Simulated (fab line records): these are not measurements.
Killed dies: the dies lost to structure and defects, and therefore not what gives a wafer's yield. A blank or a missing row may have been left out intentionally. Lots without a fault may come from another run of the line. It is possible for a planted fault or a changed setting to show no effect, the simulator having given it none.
fab line records -- flow nandHarc -- part 1 of 2: steps 1 to 19 of 33
record lots=5, wafers=15, lastDay=23
route steps=1159 shown A_CONTACT@902
lots that met no fault: from a run of the same line without faults
startH: start of the lot's first displayed wafer, in hours after the record's first day -- waitH: time in hours since the lot's previous step -- " the same as in the row above -- L1.1+2: one row covering several wafers at once -- - value missing, or start not given -- * or withheld: withheld -- < > ~ a bound
route shown NAME@n: NAME is a module with steps in the file, n the number in the route of the first one -- usual: average and standard deviation across the fault-free wafers -- same: alike in all rows -- chamber/n: place in a boat -- sites: each site's reading -- _std_site: their standard deviation -- _edge_site: mean of outer sites minus mean of inner sites -- radiusMm: how far each site lies from the wafer's centre -- mask NAME#n: copy n -- behind: tool/chamber where the wafer was last shaped -- hold: what put the lot on hold/how long, in hours/how the hold closed -- device: the n, p or np transistor that did not switch -- end of line: tests run on the same wafers once the route is complete -- a step without rows: its recipe alone -- killed: dies that structure and defects cost at the first sort, which is not the same as the wafer's yield -- map: per-die view of a wafer (x killed, . not killed, _ where there is no die)
set.NAME: the setting as run; set.NAME@STEP: as run at that earlier step -- model.NAME: the simulator's own value behind a step, which no gauge read
a table for each step, a row for each wafer; lots at some steps of the route
services: the hour from which a tool's chamber was out of use, counted from the record's first day as startH (under 0 if before that day), plus the number of hours and why
## steps
# step NHARC_A_CONTACT_ETCH_77
# recipe targetDepthA=726, timeS=36.3, cf4FlowSccm=100, chf3FlowSccm=30, arFlowSccm=0, rfW=500, biasW=200, chemistry=CF4/CHF3
# usual biasW=199.9/0.57, chf3FlowSccm=30.00/0.084, drypumpMotorCurrentA=5.7/0.34, oesProductAu=0.935/0.022, rfVppV=371.9/1.9, showerheadPlenumPTorr=1.61/0.055, throttleValvePct=16.803/0.0084
lot.wafer,tool,chamber,startH,waitH,biasW,chf3FlowSccm,drypumpMotorCurrentA,oesProductAu,rfHoursCounterH,rfVppV,showerheadPlenumPTorr,throttleValvePct
L076.3,rieDiel-08,1,-,-,200.0,30.04,5.8,0.923,13,372.6,1.57,16.797
L076.4,rieDiel-08,2,-,-,199.5,30.13,5.1,0.926,14,370.8,1.58,16.793
L076.5,rieDiel-08,1,-,-,199.8,30.11,5.9,0.925,-,370.8,1.57,16.798
L079.3,rieDiel-08,3,-,-,198.7,30.06,5.4,0.976,15,375.3,1.68,16.813
L079.2,rieDiel-08,0,-,-,199.8,30.09,5.7,0.946,16,370.0,1.59,16.797
L079.5,rieDiel-08,3,-,-,200.1,29.95,5.4,0.977,-,374.1,1.68,16.800
L087.2,rieDiel-07,1,-,-,200.3,30.02,5.9,0.919,12,371.0,1.58,16.792
L087.3,rieDiel-07,2,-,-,200.3,30.13,6.3,0.929,11,372.6,1.68,16.791
L087.4,rieDiel-07,3,-,-,199.9,29.98,5.7,0.915,13,372.6,1.59,16.811
L089.1,rieDiel-13,1,-,-,199.5,29.98,6.1,0.930,1,369.5,1.56,16.797
L089.3,rieDiel-13,2,-,-,198.8,29.97,5.3,0.930,1,369.6,1.54,16.794
L089.4,rieDiel-13,2,-,-,198.6,29.90,5.3,0.922,-,369.5,1.54,16.813
L095.4,rieDiel-08,2,-,-,200.4,30.07,5.1,0.946,2,370.9,1.58,16.812
L095.2,rieDiel-08,3,-,-,199.1,30.05,5.4,0.936,2,374.2,1.67,16.807
L095.5,rieDiel-08,2,-,-,199.7,29.91,5.1,0.951,-,371.5,1.58,16.798
# step NHARC_A_CONTACT_ETCH_78
# recipe targetDepthA=28000, overEtchFrac=0.3, timeS=728, ionEnergyEv=150, o2FlowSccm=400, cosFlowSccm=20, arFlowSccm=0, rfW=500, biasW=300, chemistry=O2/COS
# usual biasW=300.2/0.78, drypumpMotorCurrentA=5.7/0.33, oesProductAu=0.997/0.014, rfVppV=315.1/1.9, showerheadPlenumPTorr=3.19/0.11, throttleValvePct=28.330/0.0094
lot.wafer,tool,chamber,startH,waitH,biasW,drypumpMotorCurrentA,oesProductAu,rfHoursCounterH,rfVppV,showerheadPlenumPTorr,throttleValvePct
L076.4,rieDiel-08,1,-,-,300.8,5.9,1.013,13,314.3,3.12,28.336
L076.3,rieDiel-08,3,-,-,299.6,5.4,1.013,14,317.4,3.33,28.322
L076.5,rieDiel-08,0,-,-,299.7,5.7,0.978,-,315.2,3.16,28.323
L079.2,rieDiel-08,1,-,-,300.1,5.9,1.004,15,312.8,3.12,28.320
L079.3,rieDiel-08,2,-,-,299.1,5.1,0.997,16,315.1,3.14,28.314
L079.5,rieDiel-08,1,-,-,299.0,5.9,1.002,-,314.2,3.12,28.331
L087.3,rieDiel-07,3,-,-,300.1,5.7,0.986,14,316.0,3.16,28.334
L087.2,rieDiel-07,0,-,-,302.3,5.3,0.987,15,316.8,3.26,28.343
L087.4,rieDiel-07,1,-,-,300.8,5.9,0.998,12,312.8,3.13,28.321
L089.3,rieDiel-13,1,-,-,300.0,6.1,0.987,1,314.6,3.09,28.339
L089.1,rieDiel-13,2,-,-,301.4,5.4,0.976,1,312.2,3.05,28.319
L089.4,rieDiel-13,1,-,-,299.4,6.1,0.989,-,312.1,3.09,28.324
L095.2,rieDiel-08,1,-,-,300.6,5.9,0.983,2,314.9,3.11,28.326
L095.4,rieDiel-08,2,-,-,301.1,5.1,1.020,2,313.0,3.13,28.323
L095.5,rieDiel-08,0,-,-,299.6,5.7,1.010,-,315.0,3.15,28.350
# step NHARC_A_CONTACT_ETCH_124
# recipe sourceW=withheld, pressureMtorr=20, biasV=withheld, timeS=140, targetDepthA=7000, arFlowSccm=withheld, c4f8FlowSccm=withheld, o2FlowSccm=withheld, chemistry=C4F8/O2/Ar
lot.wafer,tool,chamber,startH,waitH,rfHoursCounterH
L076.3,harCapEtch-01,1,381.11,-,-
L076.4,harCapEtch-01,0,381.11,-,-
L076.5,harCapEtch-01,1,381.11,-,-
L079.2,harCapEtch-02,1,395.07,-,14
L079.3,harCapEtch-02,0,395.07,-,-
L079.5,harCapEtch-02,0,395.07,-,-
L087.2,harCapEtch-02,1,442.32,-,23
L087.3,harCapEtch-02,1,442.32,-,-
L087.4,harCapEtch-02,0,442.32,-,-
L089.1,harCapEtch-02,0,464.26,-,28
L089.4,harCapEtch-02,0,464.26,-,-
L089.3,harCapEtch-02,1,464.26,-,-
L095.2,harCapEtch-01,0,498.64,-,75
L095.4,harCapEtch-01,1,498.64,-,-
L095.5,harCapEtch-01,1,498.64,-,-
# step NHARC_A_CONTACT_ETCH_125
# recipe sourceW=withheld, pressureMtorr=20, biasV=1200, timeS=155, targetDepthA=9560, arFlowSccm=withheld, c4f8FlowSccm=withheld, o2FlowSccm=withheld, chemistry=C4F8/O2/Ar
lot.wafer,tool,chamber,startH,waitH,rfHoursCounterH
L076.3,harCapEtch-01,1,381.30,0.1,-
L076.4,harCapEtch-01,0,381.30,0.1,-
L076.5,harCapEtch-01,1,381.30,0.1,-
L079.2,harCapEtch-02,1,395.27,0.2,14
L079.3,harCapEtch-02,0,395.27,0.2,-
L079.5,harCapEtch-02,0,395.27,0.2,-
L087.2,harCapEtch-02,1,442.52,0.2,23
L087.3,harCapEtch-02,1,442.52,0.2,-
L087.4,harCapEtch-02,0,442.52,0.2,-
L089.1,harCapEtch-02,0,464.46,0.2,28
L089.4,harCapEtch-02,0,464.46,0.2,-
L089.3,harCapEtch-02,1,464.46,0.2,-
L095.2,harCapEtch-01,0,498.83,0.2,75
L095.4,harCapEtch-01,1,498.83,0.2,-
L095.5,harCapEtch-01,1,498.83,0.2,-
# step NHARC_A_CONTACT_ETCH_126
# recipe sourceW=withheld, pressureMtorr=20, biasV=1200, timeS=155, targetDepthA=9560, arFlowSccm=withheld, c4f8FlowSccm=withheld, o2FlowSccm=withheld, chemistry=C4F8/O2/Ar
lot.wafer,tool,chamber,startH,waitH,rfHoursCounterH
L076.3,harCapEtch-01,1,381.44,0.1,-
L076.4,harCapEtch-01,0,381.44,0.1,-
L076.5,harCapEtch-01,1,381.44,0.1,-
L079.2,harCapEtch-02,1,395.41,0.1,14
L079.3,harCapEtch-02,0,395.41,0.1,-
L079.5,harCapEtch-02,0,395.41,0.1,-
L087.2,harCapEtch-02,1,442.66,0.1,23
L087.3,harCapEtch-02,1,442.66,0.1,-
L087.4,harCapEtch-02,0,442.66,0.1,-
L089.1,harCapEtch-02,0,464.61,0.1,28
L089.4,harCapEtch-02,0,464.61,0.1,-
L089.3,harCapEtch-02,1,464.61,0.1,-
L095.2,harCapEtch-01,0,498.97,0.1,75
L095.4,harCapEtch-01,1,498.97,0.1,-
L095.5,harCapEtch-01,1,498.97,0.1,-
# step NHARC_A_CONTACT_ETCH_127
# recipe sourceW=withheld, pressureMtorr=20, biasV=1200, timeS=155, targetDepthA=9560, arFlowSccm=withheld, c4f8FlowSccm=withheld, o2FlowSccm=withheld, chemistry=C4F8/O2/Ar
lot.wafer,tool,chamber,startH,waitH,rfHoursCounterH
L076.3,harCapEtch-01,1,381.58,0.1,-
L076.4,harCapEtch-01,0,381.58,0.1,-
L076.5,harCapEtch-01,1,381.58,0.1,-
L079.2,harCapEtch-02,1,395.55,0.1,14
L079.3,harCapEtch-02,0,395.55,0.1,-
L079.5,harCapEtch-02,0,395.55,0.1,-
L087.2,harCapEtch-02,1,442.80,0.1,23
L087.3,harCapEtch-02,1,442.80,0.1,-
L087.4,harCapEtch-02,0,442.80,0.1,-
L089.1,harCapEtch-02,0,464.75,0.1,28
L089.4,harCapEtch-02,0,464.75,0.1,-
L089.3,harCapEtch-02,1,464.75,0.1,-
L095.2,harCapEtch-01,0,499.12,0.1,76
L095.4,harCapEtch-01,1,499.12,0.1,-
L095.5,harCapEtch-01,1,499.12,0.1,-
# step NHARC_A_CONTACT_ETCH_128
# recipe sourceW=withheld, pressureMtorr=20, biasV=1200, timeS=155, targetDepthA=9560, arFlowSccm=withheld, c4f8FlowSccm=withheld, o2FlowSccm=withheld, chemistry=C4F8/O2/Ar
lot.wafer,tool,chamber,startH,waitH,rfHoursCounterH
L076.3,harCapEtch-01,1,381.72,0.1,-
L076.4,harCapEtch-01,0,381.72,0.1,-
L076.5,harCapEtch-01,1,381.72,0.1,-
L079.2,harCapEtch-02,1,395.69,0.1,14
L079.3,harCapEtch-02,0,395.69,0.1,-
L079.5,harCapEtch-02,0,395.69,0.1,-
L087.2,harCapEtch-02,1,442.95,0.1,23
L087.3,harCapEtch-02,1,442.95,0.1,-
L087.4,harCapEtch-02,0,442.95,0.1,-
L089.1,harCapEtch-02,0,464.89,0.1,28
L089.4,harCapEtch-02,0,464.89,0.1,-
L089.3,harCapEtch-02,1,464.89,0.1,-
L095.2,harCapEtch-01,0,499.26,0.1,76
L095.4,harCapEtch-01,1,499.26,0.1,-
L095.5,harCapEtch-01,1,499.26,0.1,-
# step NHARC_A_CONTACT_ETCH_129
# recipe sourceW=withheld, pressureMtorr=20, biasV=1200, timeS=155, targetDepthA=9560, arFlowSccm=withheld, c4f8FlowSccm=withheld, o2FlowSccm=withheld, chemistry=C4F8/O2/Ar
lot.wafer,tool,chamber,startH,waitH,rfHoursCounterH
L076.3,harCapEtch-01,1,381.86,0.1,-
L076.4,harCapEtch-01,0,381.86,0.1,-
L076.5,harCapEtch-01,1,381.86,0.1,-
L079.2,harCapEtch-02,1,395.84,0.1,14
L079.3,harCapEtch-02,0,395.84,0.1,-
L079.5,harCapEtch-02,0,395.84,0.1,-
L087.2,harCapEtch-02,1,443.09,0.1,23
L087.3,harCapEtch-02,1,443.09,0.1,-
L087.4,harCapEtch-02,0,443.09,0.1,-
L089.1,harCapEtch-02,0,465.03,0.1,28
L089.4,harCapEtch-02,0,465.03,0.1,-
L089.3,harCapEtch-02,1,465.03,0.1,-
L095.2,harCapEtch-01,0,499.40,0.1,76
L095.4,harCapEtch-01,1,499.40,0.1,-
L095.5,harCapEtch-01,1,499.40,0.1,-
# step NHARC_A_CONTACT_ETCH_130
# recipe sourceW=withheld, pressureMtorr=20, biasV=1200, timeS=155, targetDepthA=9560, arFlowSccm=withheld, c4f8FlowSccm=withheld, o2FlowSccm=withheld, chemistry=C4F8/O2/Ar
lot.wafer,tool,chamber,startH,waitH,rfHoursCounterH
L076.3,harCapEtch-01,1,382.01,0.1,-
L076.4,harCapEtch-01,0,382.01,0.1,-
L076.5,harCapEtch-01,1,382.01,0.1,-
L079.2,harCapEtch-02,1,395.98,0.1,15
L079.3,harCapEtch-02,0,395.98,0.1,-
L079.5,harCapEtch-02,0,395.98,0.1,-
L087.2,harCapEtch-02,1,443.23,0.1,23
L087.3,harCapEtch-02,1,443.23,0.1,-
L087.4,harCapEtch-02,0,443.23,0.1,-
L089.1,harCapEtch-02,0,465.18,0.1,29
L089.4,harCapEtch-02,0,465.18,0.1,-
L089.3,harCapEtch-02,1,465.18,0.1,-
L095.2,harCapEtch-01,0,499.54,0.1,76
L095.4,harCapEtch-01,1,499.54,0.1,-
L095.5,harCapEtch-01,1,499.54,0.1,-
# step NHARC_A_CONTACT_ETCH_131
# recipe sourceW=withheld, pressureMtorr=20, biasV=1200, timeS=155, targetDepthA=9560, arFlowSccm=withheld, c4f8FlowSccm=withheld, o2FlowSccm=withheld, chemistry=C4F8/O2/Ar
lot.wafer,tool,chamber,startH,waitH,rfHoursCounterH
L076.3,harCapEtch-01,1,382.15,0.1,-
L076.4,harCapEtch-01,0,382.15,0.1,-
L076.5,harCapEtch-01,1,382.15,0.1,-
L079.2,harCapEtch-02,1,396.12,0.1,15
L079.3,harCapEtch-02,0,396.12,0.1,-
L079.5,harCapEtch-02,0,396.12,0.1,-
L087.2,harCapEtch-02,1,443.37,0.1,24
L087.3,harCapEtch-02,1,443.37,0.1,-
L087.4,harCapEtch-02,0,443.37,0.1,-
L089.1,harCapEtch-02,0,465.32,0.1,29
L089.4,harCapEtch-02,0,465.32,0.1,-
L089.3,harCapEtch-02,1,465.32,0.1,-
L095.2,harCapEtch-01,0,499.68,0.1,76
L095.4,harCapEtch-01,1,499.68,0.1,-
L095.5,harCapEtch-01,1,499.68,0.1,-
# step NHARC_A_CONTACT_ETCH_132
# recipe sourceW=withheld, pressureMtorr=20, biasV=1200, timeS=156, targetDepthA=9580, arFlowSccm=withheld, c4f8FlowSccm=withheld, o2FlowSccm=withheld, chemistry=C4F8/O2/Ar
lot.wafer,tool,chamber,startH,waitH,rfHoursCounterH
L076.3,harCapEtch-01,1,382.29,0.1,-
L076.4,harCapEtch-01,0,382.29,0.1,-
L076.5,harCapEtch-01,1,382.29,0.1,-
L079.2,harCapEtch-02,1,396.26,0.1,15
L079.3,harCapEtch-02,0,396.26,0.1,-
L079.5,harCapEtch-02,0,396.26,0.1,-
L087.2,harCapEtch-02,1,443.51,0.1,24
L087.3,harCapEtch-02,1,443.51,0.1,-
L087.4,harCapEtch-02,0,443.51,0.1,-
L089.1,harCapEtch-02,0,465.46,0.1,29
L089.4,harCapEtch-02,0,465.46,0.1,-
L089.3,harCapEtch-02,1,465.46,0.1,-
L095.2,harCapEtch-01,0,499.82,0.1,76
L095.4,harCapEtch-01,1,499.82,0.1,-
L095.5,harCapEtch-01,1,499.82,0.1,-
# step NHARC_A_CONTACT_ETCH_133
# recipe sourceW=withheld, pressureMtorr=20, biasV=400, timeS=195, targetDepthA=8400, arFlowSccm=withheld, c4f8FlowSccm=11.5, o2FlowSccm=7.2, chemistry=C4F8/O2/Ar
lot.wafer,tool,chamber,startH,waitH,rfHoursCounterH
L076.3,harCapEtch-01,1,382.48,0.2,-
L076.4,harCapEtch-01,0,382.48,0.2,-
L076.5,harCapEtch-01,1,382.48,0.2,-
L079.2,harCapEtch-02,1,396.40,0.1,15
L079.3,harCapEtch-02,0,396.40,0.1,-
L079.5,harCapEtch-02,0,396.40,0.1,-
L087.2,harCapEtch-02,1,443.65,0.1,24
L087.3,harCapEtch-02,1,443.65,0.1,-
L087.4,harCapEtch-02,0,443.65,0.1,-
L089.1,harCapEtch-02,0,465.60,0.1,29
L089.4,harCapEtch-02,0,465.60,0.1,-
L089.3,harCapEtch-02,1,465.60,0.1,-
L095.2,harCapEtch-01,0,499.99,0.1,76
L095.4,harCapEtch-01,1,499.99,0.1,-
L095.5,harCapEtch-01,1,499.99,0.1,-
# step NHARC_A_CONTACT_ETCH_91
# recipe targetDepthA=400, overEtchFrac=0.5, timeS=85.7, ionEnergyEv=120, ch3fFlowSccm=50, o2FlowSccm=30, arFlowSccm=200, rfW=500, biasW=100, chemistry=CH3F/O2
# usual biasW=99.95/0.29, drypumpMotorCurrentA=5.7/0.35, oesProductAu=0.935/0.028, rfVppV=244.8/1.7, showerheadPlenumPTorr=2.50/0.1, throttleValvePct=20.663/0.0089
lot.wafer,tool,chamber,startH,waitH,biasW,drypumpMotorCurrentA,oesProductAu,rfHoursCounterH,rfVppV,showerheadPlenumPTorr,throttleValvePct
L076.3,rieDiel-13,0,382.95,0.4,100.17,5.9,1.000,40,247.4,2.64,20.661
L076.4,rieDiel-13,1,382.95,0.4,99.85,6.1,0.977,39,243.1,2.44,20.653
L076.5,rieDiel-13,1,382.95,0.4,99.55,6.1,0.973,-,244.6,2.44,20.654
L079.2,rieDiel-08,2,396.97,0.5,100.04,5.1,0.940,16,243.5,2.47,20.665
L079.3,rieDiel-08,1,396.97,0.5,100.02,5.9,0.939,15,243.5,2.46,20.665
L079.5,rieDiel-08,3,396.97,0.5,99.58,5.4,0.952,-,246.0,2.62,20.668
L087.3,rieDiel-07,0,444.22,0.4,99.66,5.3,0.927,15,245.4,2.57,20.664
L087.4,rieDiel-07,2,444.22,0.4,99.56,6.3,0.919,12,247.9,2.63,20.668
L087.2,rieDiel-07,3,444.22,0.4,100.64,5.8,0.920,14,244.1,2.49,20.665
L089.3,rieDiel-13,3,466.17,0.4,99.61,5.5,0.927,2,246.0,2.66,20.668
L089.4,rieDiel-13,0,466.17,0.4,99.93,5.9,0.992,1,246.5,2.63,20.664
L089.1,rieDiel-13,2,466.17,0.4,100.49,5.3,0.909,2,244.6,2.40,20.656
L095.2,rieDiel-07,1,500.51,0.5,99.97,5.9,1.003,35,244.3,2.45,20.654
L095.4,rieDiel-07,2,500.51,0.5,100.26,6.3,0.994,36,246.7,2.62,20.680
L095.5,rieDiel-07,1,500.51,0.5,99.62,5.8,1.000,-,243.5,2.45,20.676
# step NHARC_A_CONTACT_ETCH_97
# recipe targetDepthA=200, overEtchFrac=0.5, timeS=10, ionEnergyEv=250, c4f6FlowSccm=25, o2FlowSccm=20, arFlowSccm=500, rfW=600, biasW=500, chemistry=C4F6/O2
# usual biasW=500.2/1.4, drypumpMotorCurrentA=5.7/0.35, oesProductAu=0.961/0.025, rfVppV=548/3.3, showerheadPlenumPTorr=3.98/0.16, throttleValvePct=26.902/0.0092
lot.wafer,tool,chamber,startH,waitH,biasW,drypumpMotorCurrentA,oesProductAu,rfHoursCounterH,rfVppV,showerheadPlenumPTorr,throttleValvePct
L076.3,rieDiel-13,2,-,-,499.5,5.3,1.006,26,545,3.85,26.891
L076.4,rieDiel-13,0,-,-,499.0,5.9,1.005,40,554,4.20,26.904
L076.5,rieDiel-13,2,-,-,499.6,5.3,1.005,-,544,3.85,26.901
L079.3,rieDiel-08,0,-,-,501.4,5.7,0.914,16,548,3.97,26.892
L079.2,rieDiel-08,1,-,-,500.1,5.9,0.946,15,545,3.92,26.902
L079.5,rieDiel-08,3,-,-,500.8,5.4,0.984,-,550,4.17,26.913
L087.2,rieDiel-07,1,-,-,502.6,5.8,0.938,13,547,3.93,26.885
L087.4,rieDiel-07,3,-,-,498.8,5.8,0.937,14,548,3.96,26.918
L087.3,rieDiel-07,0,-,-,499.5,5.3,0.951,15,551,4.09,26.904
L089.3,rieDiel-13,2,-,-,501.4,5.3,0.918,2,545,3.83,26.908
L089.4,rieDiel-13,3,-,-,501.1,5.5,0.958,2,552,4.23,26.898
L089.1,rieDiel-13,1,-,-,499.7,6.1,0.922,2,546,3.89,26.899
L095.4,rieDiel-07,0,-,-,500.6,5.3,1.003,38,549,4.07,26.919
L095.2,rieDiel-07,1,-,-,499.3,5.8,1.015,35,546,3.92,26.890
L095.5,rieDiel-07,2,-,-,501.1,6.3,1.008,-,551,4.17,26.887
# step NHARC_A_CONTACT_CD_MEAS_80
# usual cdNm=189.8/1
lot.wafer,tool,chamber,startH,waitH,cdNm
L076.3,cdSem-01,-,383.17,-,191.2
L076.4,cdSem-01,-,383.17,-,189.9
L076.5,cdSem-01,-,383.17,-,190.6
L079.2,cdSem-02,-,397.19,-,190.8
L079.3,cdSem-02,-,397.19,-,189.8
L079.5,cdSem-02,-,397.19,-,190.7
L087.2,cdSem-02,-,444.43,-,189.7
L087.3,cdSem-02,-,444.43,-,189.9
L087.4,cdSem-02,-,444.43,-,189.6
L089.1,cdSem-02,-,466.38,-,190.7
L089.3,cdSem-02,-,466.38,-,190.5
L089.4,cdSem-02,-,466.38,-,190.9
L095.2,cdSem-01,-,500.73,-,190.6
L095.4,cdSem-01,-,500.73,-,189.2
L095.5,cdSem-01,-,500.73,-,191.4
# step NHARC_A_CONTACT_STRIP_103
# recipe n2FlowSccm=150, h2FlowSccm=150, arFlowSccm=0, biasW=0, chemistry=N2/H2
lot.wafer,tool,chamber,startH,waitH
L076.4+3+5,rieDiel-08,"1,2,2",383.24,0.1
L079.3+2+5,rieDiel-08,"3,0,2",397.30,0.1
L087.3+2+4,rieDiel-08,"3,0,1",444.52,0.1
L089.3+4+1,rieDiel-07,"2,3,1",466.47,0.1
L095.4+2+5,rieDiel-07,"1,2,0",500.82,0.1
# step NHARC_A_CONTACT_STRIP_104
# recipe cf4FlowSccm=100, chf3FlowSccm=30, arFlowSccm=0, biasW=0, chemistry=CF4/CHF3
lot.wafer,tool,chamber,startH,waitH
L076.3+4+5,rieDiel-08,"3,2,0",383.34,0.1
L079.2+3+5,rieDiel-08,"2,3,2",397.39,0.1
L087.2+3+4,rieDiel-08,"1,3,0",444.62,0.1
L089.3+1+4,rieDiel-07,"0,1,2",466.75,0.3
L095.2+4+5,rieDiel-07,"0,2,1",500.89,0.1
# step NHARC_A_CONTACT_STRIP_105
# recipe o2FlowSccm=400, cosFlowSccm=20, arFlowSccm=0, biasW=0, chemistry=O2/COS
lot.wafer,tool,chamber,startH,waitH
L076.4+3+5,rieDiel-08,"1,3,0",383.40,0.1
L079.3+2+5,rieDiel-08,"0,2,0",397.51,0.1
L087.3+2+4,rieDiel-08,"1,3,0",444.69,0.1
L089.4+1+3,rieDiel-07,"1,3,0",467.29,0.5
L095.2+4+5,rieDiel-07,"2,3,1",501.04,0.1
# step NHARC_A_CONTACT_ETCH_106
# recipe targetDepthA=600, overetchA=60, timeS=33, ionEnergyEv=100, cf4FlowSccm=80, o2FlowSccm=20, arFlowSccm=0, rfW=300, biasW=100, chemistry=CF4/O2
# usual biasW=100.0/0.3, drypumpMotorCurrentA=5.6/0.32, oes_ar_750_au=1.000/0.0053, oesProductAu=0.998/0.015, rfVppV=198.4/1.3, showerheadPlenumPTorr=1.36/0.047, throttleValvePct=13.397/0.0079
lot.wafer,tool,chamber,startH,waitH,biasW,drypumpMotorCurrentA,oes_ar_750_au,oesProductAu,rfHoursCounterH,rfVppV,showerheadPlenumPTorr,throttleValvePct
L076.4,rieDiel-08,1,383.46,0.1,99.9,5.8,1.006,1.012,13,199.0,1.34,13.405
L076.3,rieDiel-08,3,383.46,0.1,100.2,5.4,1.005,1.010,14,199.5,1.43,13.395
L076.5,rieDiel-08,1,383.46,0.1,100.0,5.9,0.997,1.014,-,198.0,1.34,13.385
L079.2,rieDiel-08,0,397.57,0.1,99.9,5.6,1.002,0.976,16,198.6,1.35,13.384
L079.3,rieDiel-08,2,397.57,0.1,99.6,5.1,1.005,0.993,16,198.4,1.34,13.396
L079.5,rieDiel-08,0,397.57,0.1,99.6,5.7,0.994,0.970,-,197.8,1.35,13.394
L087.2,rieDiel-08,0,444.76,0.1,100.0,5.7,1.003,0.972,26,197.3,1.35,13.392
L087.3,rieDiel-08,1,444.76,0.1,100.2,5.8,1.001,1.011,25,197.0,1.33,13.394
L087.4,rieDiel-08,0,444.76,0.1,99.9,5.6,1.002,0.967,-,197.1,1.35,13.401
L089.4,rieDiel-07,0,467.35,0.1,100.2,5.3,1.000,0.989,24,199.7,1.39,13.404
L089.3,rieDiel-07,1,467.35,0.1,100.4,5.9,0.988,0.999,22,198.4,1.34,13.398
L089.1,rieDiel-07,2,467.35,0.1,100.2,6.3,1.004,0.989,21,198.0,1.43,13.393
L095.4,rieDiel-07,1,501.10,0.1,100.0,5.8,1.002,1.009,35,196.7,1.33,13.403
L095.2,rieDiel-07,3,501.10,0.1,99.7,5.8,0.998,0.998,39,199.6,1.34,13.396
L095.5,rieDiel-07,2,501.10,0.1,99.7,6.3,1.000,0.996,-,199.4,1.42,13.396
